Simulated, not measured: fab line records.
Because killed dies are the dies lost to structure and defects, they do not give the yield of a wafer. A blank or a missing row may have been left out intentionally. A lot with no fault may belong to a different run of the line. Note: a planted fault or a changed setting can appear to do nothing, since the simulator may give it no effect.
The same fault as seen by 2 desks / flow n5Finfet / each desk holds nothing but its own numbers, with what lay behind them at the end

== THE METROLOGY DESK ==
What the gauges read, lot by lot, whatever tool the lot ran on: means of the sampled wafers that have a number. Marked OUT: a lot whose mean sits more than 4 standard deviations from the usual mean, which makes it out of limits; the brackets give that distance.
Columns: A = cdNm at N5_PMOS_HMC_CHANNEL_EPI_CD_MEAS_09, usual 237.5 nm; B = PMOS_HMC_BLK_OVL at N5_PMOS_HMC_CHANNEL_EPI_OVL_MEAS_10, usual 0.5 nm; C = HMC_CMP_THK at N5_PMOS_HMC_CHANNEL_EPI_THK_MEAS_22, usual 53.8 nm; D = thkNm at N5_FIN_SAQP_THK_MEAS_05, usual 37.7 nm; E = thkNm at N5_FIN_SAQP_THK_MEAS_07, usual 60.2 nm
lot=L730; first seen here=day 1 17:34; A=237.8; B=-0.3; C=54.4; D=38.3; E=59.3
lot=L733; first seen here=day 2 11:16; A=237.5; B=0.0; C=54.2; D=37.7; E=58.9
lot=L743; first seen here=day 5 01:32; A=238.1; B=-0.2; C=54.6; D=38.1; E=61.4
lot=L744; first seen here=day 5 05:32; A=238.0; B=1.3; C=54.1; D=38.0; E=60.8
lot=L748; first seen here=day 6 05:13; A=237.6; B=0.5; C=53.6; D=37.8; E=59.5
This desk found nothing out of limits on any of the 5 lots.

== THE DEFECT DESK ==
Counts from the inspections along the route, per lot, as means over the sampled wafers that have a number. Marked OUT: a lot whose mean sits more than 4 standard deviations from the usual mean, which makes it out of limits; the brackets give that distance.
Columns: A = rawDefectCount at N5_PMOS_HMC_CHANNEL_EPI_INSPECT_11, usual 2.1
lot=L730; first seen here=day 1 17:38; A=2.7
lot=L733; first seen here=day 2 11:19; A=1.3
lot=L743; first seen here=day 5 01:35; A=1.0
lot=L744; first seen here=day 5 05:35; A=0.7
lot=L748; first seen here=day 6 05:16; A=1.3
This desk found nothing out of limits on any of the 5 lots.

== ALL TOGETHER ==
From the metrology desk's view, nothing was out of limits.
Nothing the defect desk looked at was out of limits.

== WHAT HAD BEEN PUT IN BY THE SIMULATOR ==
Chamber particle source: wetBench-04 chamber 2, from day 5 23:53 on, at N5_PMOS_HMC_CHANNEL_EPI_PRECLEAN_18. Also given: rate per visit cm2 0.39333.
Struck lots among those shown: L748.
